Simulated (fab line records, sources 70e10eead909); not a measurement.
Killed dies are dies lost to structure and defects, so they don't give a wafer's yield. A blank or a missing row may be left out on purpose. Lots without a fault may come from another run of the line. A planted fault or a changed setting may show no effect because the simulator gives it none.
fab line records | flow nand_harc | part 2 of 2: steps 4 to 6 of 6
record lots=23 wafers=69 last_day=33
route steps=1302 shown A_CONTACT@1093 A_BLC@1121 A_M0@1161
lots that met no fault: from a run of the same line without faults
start_h: hours from the record's first day to the start of the lot's first wafer shown | wait_h: hours since the lot's step before | " the same as in the row above | L1.1+2: a row that stands for several wafers | - no value, or no start given | * or withheld: withheld | < > ~ a bound
route shown NAME@n: a module of which the file shows steps, and the number in the route of the first | usual: mean/standard deviation of fault-free wafers | same: alike in all rows | chamber/n: place in a boat | sites: the reading at each site | _std_site: their standard deviation | _edge_site: outer sites' mean less inner sites' | radius_mm: how far each site lies from the wafer's centre | mask NAME#n: copy n | behind: the tool/chamber that last shaped the wafer | hold: why the lot was held/for how many hours/how that ended | device: the transistor (n, p or np) that didn't switch | end of line: the same wafers' tests at the end of the route | a step without rows: its recipe alone | killed: dies lost to structure and defects at the first sort, not the wafer's yield | map: a wafer's dies, x killed, . not, _ none there
set.NAME: the setting as run; set.NAME@STEP: as run at that earlier step | model.NAME: the simulator's own value behind a step, which no gauge read
steps of the route over a sample of lots; a table a step, a row a wafer
services: from which hour (start_h, from the record's first day; less than 0 if before it) a tool's chamber was out of use, for how many hours, and why
## steps
# step NHARC_A_BLC_ETCH_18
# recipe target_depth_a=9100 c4f8_flow_sccm=20 o2_flow_sccm=10 ar_flow_sccm=withheld rf_w=600 bias_w=1500 chemistry=C4F8/O2/Ar
# usual oes_product_au=0.950/0.022 rf_vpp_V=980/5.8
# columns lot.wafer tool chamber start_h wait_h oes_product_au rf_hours_counter_h rf_vpp_V
L074.3 rie_diel-01 0 - - 0.917 50 972
L074.1 " 1 " " 0.923 33 988
L074.4 " 2 " " 0.923 42 980
L076.3 rie_diel-03 3 - - 0.973 6 969
L076.1 " 0 " " 0.972 5 975
L076.2 " 1 " " 0.960 5 975
L075.4 rie_diel-05 3 - - 0.920 8 985
L075.3 " 2 " " 0.929 9 986
L075.6 " 3 " " 0.936 - 984
L077.1 rie_diel-05 1 - - 0.960 9 985
L077.2 " 3 " " 0.954 8 986
L077.5 " 1 " " 0.956 - 983
L079.2 rie_diel-05 2 - - 0.961 10 986
L079.3 " 3 " " 0.984 10 984
L079.5 " 0 " " 0.990 - 981
L078.3 rie_diel-05 1 - - 0.924 11 983
L078.2 " 3 " " 0.928 11 983
L078.6 " 1 " " 0.920 - 982
L080.3 rie_diel-05 1 - - 0.976 12 982
L080.1 " 2 " " 0.950 12 988
L080.6 " 2 " " 0.964 - 986
L081.3 rie_diel-03 1 - - 0.918 10 978
L081.1 " 3 " " 0.934 10 970
L081.5 " 0 " " 0.928 - 975
L083.4 rie_diel-03 3 - - 0.968 14 969
L083.2 " 1 " " 0.958 13 976
L083.5 " 3 " " 0.969 - 969
L084.3 rie_diel-01 1 - - 0.959 17 987
L084.1 " 3 " " 0.982 17 981
L084.4 " 0 " " 0.974 17 972
L082.4 rie_diel-05 0 - - 0.963 2 981
L082.1 " 2 " " 0.979 2 986
L082.5 " 3 " " 0.976 - 984
L085.2 rie_diel-05 0 - - 0.975 2 981
L085.4 " 1 " " 0.986 2 984
L085.3 " 3 " " 0.952 2 985
L088.1 rie_diel-03 2 - - 0.930 0 984
L088.3 " 3 " " 0.958 0 969
L088.5 " 1 " " 0.942 - 976
L086.4 rie_diel-05 0 - - 0.955 3 980
L086.1 " 1 " " 0.964 3 983
L086.5 " 2 " " 0.975 - 986
L089.2 rie_diel-01 3 662.00 0.7 0.929 33 981
L089.5 " 0 " " 0.923 - 973
L089.6 " 3 " " 0.929 - 982
L091.2 rie_diel-03 3 - - 0.971 3 968
L091.6 " 0 " " 0.979 - 975
L091.5 " 1 " " 0.947 - 976
L087.2 rie_diel-05 0 - - 0.958 5 981
L087.3 " 1 " " 0.947 6 981
L087.1 " 3 " " 0.978 6 984
L092.3 rie_diel-05 1 - - 0.921 7 984
L092.5 " 2 " " 0.918 - 986
L092.6 " 3 " " 0.924 - 985
L096.2 rie_diel-03 2 - - 0.969 5 986
L096.4 " 3 " " 0.979 6 968
L096.5 " 1 " " 0.955 - 977
L094.2 rie_diel-03 2 - - 0.922 6 986
L094.1 " 0 " " 0.920 6 974
L094.3 " 1 " " 0.925 5 976
L095.2 rie_diel-03 2 - - 0.922 7 987
L095.4 " 3 " " 0.935 8 968
L095.5 " 2 " " 0.933 - 986
L093.2 rie_diel-05 0 - - 0.925 9 982
L093.1 " 1 " " 0.930 10 983
L093.3 " 2 " " 0.933 10 987
L097.1 rie_diel-03 2 - - 0.949 8 986
L097.5 " 2 " " 0.932 - 985
L097.6 " 3 " " 0.946 - 968
# step NHARC_A_BLC_CVD_24
# recipe target_thk_a=1500 temp_c=300 pressure_torr=40 wf6_flow_sccm=40 h2_flow_sccm=1600 ar_flow_sccm=1560 time_s=434 material=W
# usual heater_power_outer_w=266/31 heater_power_w=490/74 throttle_valve_pct=8.09/0.16
# columns lot.wafer tool chamber start_h wait_h heater_power_outer_w heater_power_w throttle_valve_pct
L074.1 cvd_w-01 0 - - 238 413 8.14
L074.3 " 1 " " 236 446 8.08
L074.4 " 0 " " 235 413 8.01
L076.1 cvd_w-02 1 - - 303 586 8.17
L076.2 " 0 " " 290 535 8.12
L076.3 " 0 " " 283 532 7.79
L075.4 cvd_w-01 1 - - 237 448 7.95
L075.3 " 0 " " 241 413 8.06
L075.6 " 1 " " 235 453 8.29
L077.2 cvd_w-01 0 - - 243 403 7.90
L077.1 " 1 " " 241 443 8.34
L077.5 " 1 " " 232 442 8.19
L079.2 cvd_w-02 0 - - 289 534 8.25
L079.3 " 1 " " 303 573 8.20
L079.5 " 1 " " 296 581 7.76
L078.2 cvd_w-01 1 - - 234 424 7.98
L078.3 " 1 " " 236 428 8.15
L078.6 " 0 " " 234 406 8.04
L080.1 cvd_w-01 0 - - 232 406 7.89
L080.3 " 1 " " 238 436 7.57
L080.6 " 1 " " 238 427 7.82
L081.1 cvd_w-02 0 - - 289 528 7.77
L081.3 " 0 " " 283 526 7.97
L081.5 " 0 " " 287 539 8.12
L083.2 cvd_w-01 0 - - 232 404 8.13
L083.4 " 1 " " 227 434 8.11
L083.5 " 0 " " 240 401 8.07
L084.1 cvd_w-02 1 - - 297 561 7.90
L084.4 " 1 " " 304 588 8.11
L084.3 " 0 " " 286 535 8.14
L082.1 cvd_w-01 1 - - 237 439 7.84
L082.4 " 0 " " 232 407 8.11
L082.5 " 1 " " 231 437 7.97
L085.2 cvd_w-01 1 - - 242 429 8.11
L085.3 " 0 " " 238 405 8.20
L085.4 " 1 " " 235 432 7.95
L088.1 cvd_w-02 1 - - 315 588 8.18
L088.3 " 1 " " 295 586 8.28
L088.5 " 0 " " 281 521 7.91
L086.1 cvd_w-02 0 - - 285 519 8.11
L086.4 " 0 " " 281 520 7.96
L086.5 " 1 " " 309 587 8.22
L089.2 cvd_w-01 1 - - 237 431 7.99
L089.5 " 0 " " 240 412 8.19
L089.6 " 1 " " 228 427 7.81
L091.2 cvd_w-01 1 - - 234 426 8.15
L091.5 " 0 " " 240 409 8.19
L091.6 " 1 " " 242 436 8.28
L087.1 cvd_w-02 1 - - 310 608 8.04
L087.2 " 0 " " 278 511 7.82
L087.3 " 0 " " 284 515 8.26
L092.3 cvd_w-02 0 - - 286 529 8.40
L092.5 " 1 " " 306 597 8.15
L092.6 " 0 " " 282 518 8.01
L096.2 cvd_w-01 1 - - 241 412 7.95
L096.4 " 0 " " 238 409 8.10
L096.5 " 1 " " 241 435 7.99
L094.2 cvd_w-02 0 - - 279 522 8.07
L094.1 " 1 " " 308 596 8.18
L094.3 " 1 " " 303 596 8.11
L095.2 cvd_w-02 0 - - 284 523 8.30
L095.4 " 1 " " 317 594 8.40
L095.5 " 0 " " 285 513 8.19
L093.2 cvd_w-02 0 - - 285 533 8.20
L093.1 " 1 " " 306 610 8.45
L093.3 " 0 " " 283 526 8.19
L097.1 cvd_w-02 1 - - 311 577 8.10
L097.5 " 1 " " 307 613 8.12
L097.6 " 0 " " 277 536 8.22
# step NHARC_A_M0_ANNEAL_30
# recipe temp_c=225 time_s=90
# usual wafer_temp_C_max=226.3/0.44
# columns lot.wafer tool chamber start_h wait_h wafer_temp_C_max
L074.1 rtp_anneal-01 0 530.18 0.3 226.6
L074.3 " 0 " " 227.1
L074.4 " 0 " " 226.7
L076.1 rtp_anneal-01 0 537.97 - 226.2
L076.2 " 0 " " 226.3
L076.3 " 0 " " 226.7
L075.3 rtp_anneal-02 0 541.13 - 225.5
L075.4 " 0 " " 225.5
L075.6 " 0 " " 226.1
L077.1 rtp_anneal-02 0 547.95 - 226.1
L077.2 " 0 " " 225.7
L077.5 " 0 " " 225.8
L079.2 rtp_anneal-01 0 559.68 0.3 226.9
L079.3 " 0 " " 226.7
L079.5 " 0 " " 226.0
L078.2 rtp_anneal-01 0 572.85 - 226.3
L078.3 " 0 " " 227.1
L078.6 " 0 " " 226.3
L080.1 rtp_anneal-01 0 578.75 0.3 226.9
L080.3 " 0 " " 226.6
L080.6 " 0 " " 226.6
L081.1 rtp_anneal-01 0 579.63 0.3 226.5
L081.3 " 0 " " 226.5
L081.5 " 0 " " 226.4
L083.2 rtp_anneal-01 0 626.54 - 227.0
L083.4 " 0 " " 226.7
L083.5 " 0 " " 226.3
L084.1 rtp_anneal-02 0 633.76 - 225.7
L084.3 " 0 " " 226.1
L084.4 " 0 " " 225.9
L082.1 rtp_anneal-01 0 635.65 - 226.6
L082.4 " 0 " " 227.0
L082.5 " 0 " " 226.6
L085.2 rtp_anneal-02 0 637.18 0.4 225.6
L085.3 " 0 " " 226.0
L085.4 " 0 " " 225.9
L088.1 rtp_anneal-01 0 651.81 0.3 226.7
L088.3 " 0 " " 226.3
L088.5 " 0 " " 225.9
L086.1 rtp_anneal-01 0 653.41 0.3 226.2
L086.4 " 0 " " 225.9
L086.5 " 0 " " 226.5
L089.2 rtp_anneal-02 0 667.45 0.4 226.0
L089.5 " 0 " " 225.9
L089.6 " 0 " " 226.4
L091.2 rtp_anneal-01 0 702.65 0.4 226.5
L091.5 " 0 " " 226.3
L091.6 " 0 " " 226.4
L087.1 rtp_anneal-01 0 706.35 0.3 226.4
L087.2 " 0 " " 226.9
L087.3 " 0 " " 226.3
L092.3 rtp_anneal-02 0 713.67 - 226.0
L092.5 " 0 " " 225.6
L092.6 " 0 " " 226.3
L096.2 rtp_anneal-01 0 728.32 - 226.5
L096.4 " 0 " " 226.4
L096.5 " 0 " " 226.5
L094.1 rtp_anneal-02 0 730.99 0.3 225.8
L094.2 " 0 " " 225.7
L094.3 " 0 " " 225.8
L095.2 rtp_anneal-01 0 737.51 0.4 226.4
L095.4 " 0 " " 226.5
L095.5 " 0 " " 226.4
L093.1 rtp_anneal-01 0 747.25 - 226.8
L093.2 " 0 " " 226.9
L093.3 " 0 " " 226.3
L097.1 rtp_anneal-01 0 751.04 0.5 226.6
L097.5 " 0 " " 226.2
L097.6 " 0 " " 226.2
## services
# columns tool chamber start_h hours kind
rie_diel-03 0 504.56 18.1 repair
rie_diel-04 0 520.71 8.1 repair
rie_diel-12 2 531.48 8.4 repair
rie_diel-04 - 534.29 9.0 pm
rie_diel-05 - 534.97 0.2 repair
cvd_w-01 - 547.65 13.0 pm
rie_diel-05 - 560.94 0.1 repair
rie_diel-04 0 563.20 2.9 repair
cvd_w-02 0 568.43 7.0 repair
rie_diel-05 - 583.60 9.0 pm
rie_diel-04 2 588.21 18.9 repair
rie_diel-12 1 594.74 4.0 repair
rie_diel-12 2 608.01 8.6 repair
rie_diel-12 - 622.52 9.0 pm
cvd_w-01 - 626.34 2.5 repair
cvd_w-02 - 631.20 13.0 pm
cvd_w-01 - 634.84 0.3 repair
rie_diel-03 - 635.38 9.0 pm
cvd_w-01 - 640.59 19.1 repair
rie_diel-05 0 660.61 9.7 repair
rie_diel-04 2 665.57 6.9 repair
rie_diel-03 - 729.35 0.9 repair
rie_diel-03 - 734.66 1.5 repair
cvd_w-02 - 736.12 1.2 repair
